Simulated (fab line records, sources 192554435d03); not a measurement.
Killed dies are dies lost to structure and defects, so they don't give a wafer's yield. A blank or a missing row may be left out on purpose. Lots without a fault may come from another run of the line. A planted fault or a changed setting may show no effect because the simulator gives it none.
A struck lot beside a sound one | flow n5_finfet | 16 steps out of a route of 1938
Sound: wafers L613.3, L613.4, L613.6. Struck: wafers L623.1, L623.3, L623.6. The cause comes at the end.
At each step with rows: each side's tool, then ch and its chambers, then its first start. Under that, the readings that differ: sound wafers | struck wafers | difference of the means | sigmas: that difference in standard deviations of wafers without a fault.
alike: readings whose means differ by less than 2 such deviations, and words and numbers that are the same on both sides. not compared: withheld readings, readings that some wafer has no value for, bounds like >300 that may hide the same value, and numbers for which the record gives no deviation and whose values overlap.
The two part at a step that has a row with sigmas, a row that says differs or no value, or rows on one side only. Numbers that don't overlap but have no deviation are shown without sigmas and don't part them. A reading that every wafer of one side lacks parts them only if that side has two wafers or more.

first, 3 steps without rows for these wafers: N5_BEOL_M2_SURFACE_TREAT_85; N5_BEOL_M2_CVD_47 (deposits Co from CCTBA/H2, target thk 3 nm, time 223.8 s); N5_BEOL_M2_SPUTTER_48 (material Cu, target thk 4.5 nm, time 8.29 s).
N5_BEOL_M2_ANNEAL_49: time 240 s.
  sound on pvd_sputter-03, day 10 07:10; struck on pvd_sputter-03, day 12 05:58
  alike: heater_power_w, susceptor_temp_C_max
then, 2 steps without rows for these wafers: N5_BEOL_M2_SPUTTER_79 (material Cu, target thk 4.5 nm, time 8.29 s); N5_BEOL_M2_ANNEAL_80 (time 240 s).
N5_BEOL_M2_SPUTTER_81: material Cu, target thk 4.5 nm, time 8.29 s.
  sound on pvd_sputter-03, day 10 07:31; struck on pvd_sputter-03, day 12 06:19
  alike: chamber_pressure_pa, chuck_gas_flow_sccm, throttle_valve_pct
N5_BEOL_M2_ANNEAL_82: time 240 s.
  sound on pvd_sputter-03, day 10 07:36; struck on pvd_sputter-03, day 12 06:24
  alike: heater_power_w, susceptor_temp_C_max
N5_BEOL_M2_SPUTTER_86: material Cu, target thk 4.5 nm, time 8.29 s.
  sound on pvd_sputter-03, day 10 07:44; struck on pvd_sputter-03, day 12 06:32
  alike: chamber_pressure_pa, chuck_gas_flow_sccm, throttle_valve_pct
then, 3 steps without rows for these wafers: N5_BEOL_M2_ANNEAL_87 (time 240 s); N5_BEOL_M2_SPUTTER_88 (material Cu, target thk 4.5 nm, time 8.29 s); N5_BEOL_M2_ANNEAL_89 (time 240 s).
N5_BEOL_M2_SPUTTER_90: material Cu, target thk 4.5 nm, time 8.29 s.
  sound on pvd_sputter-03, day 10 08:11; struck on pvd_sputter-03, day 12 06:59
  no value came back on the struck wafers for chamber_pressure_pa (Pa), chuck_gas_flow_sccm (sccm), throttle_valve_pct (%); on the sound wafers chamber_pressure_pa (Pa) reads 0.06971 0.07004 0.07016
N5_BEOL_M2_ANNEAL_91: time 240 s.
  sound on pvd_sputter-03, day 10 08:16; struck on pvd_sputter-03, day 12 07:04
  alike: heater_power_w, susceptor_temp_C_max
-- the record jumps here: 2 days lie between the struck wafers' starts before and after (it left off in module BEOL_M2 and takes up again in module BEOL_M4, whose first step shown is number 1111 of the route) --
N5_BEOL_M4_RC_MEAS_101:
  sound on prober-02 ch 0, day 12 02:07; struck on prober-02 ch 0, day 14 07:17
  alike: DIBL_N, DIBL_P, IOFF_N, IOFF_P, ION_N, ION_P, SS_N, SS_P, VT_N, VT_P
-- the record jumps here: 4 days lie between the struck wafers' starts before and after (it left off in module BEOL_M4 and takes up again in module PASSIVATION, whose first step shown is number 1936 of the route) --
N5_PASSIVATION_PROBE_49:
  the record has rows for the struck wafers here (prober-01, day 18 17:53) and none for the sound ones

WHERE THEY PART
First at N5_BEOL_M2_SPUTTER_90; last, within this record, at N5_PASSIVATION_PROBE_49.

WHY: what the simulator had put in
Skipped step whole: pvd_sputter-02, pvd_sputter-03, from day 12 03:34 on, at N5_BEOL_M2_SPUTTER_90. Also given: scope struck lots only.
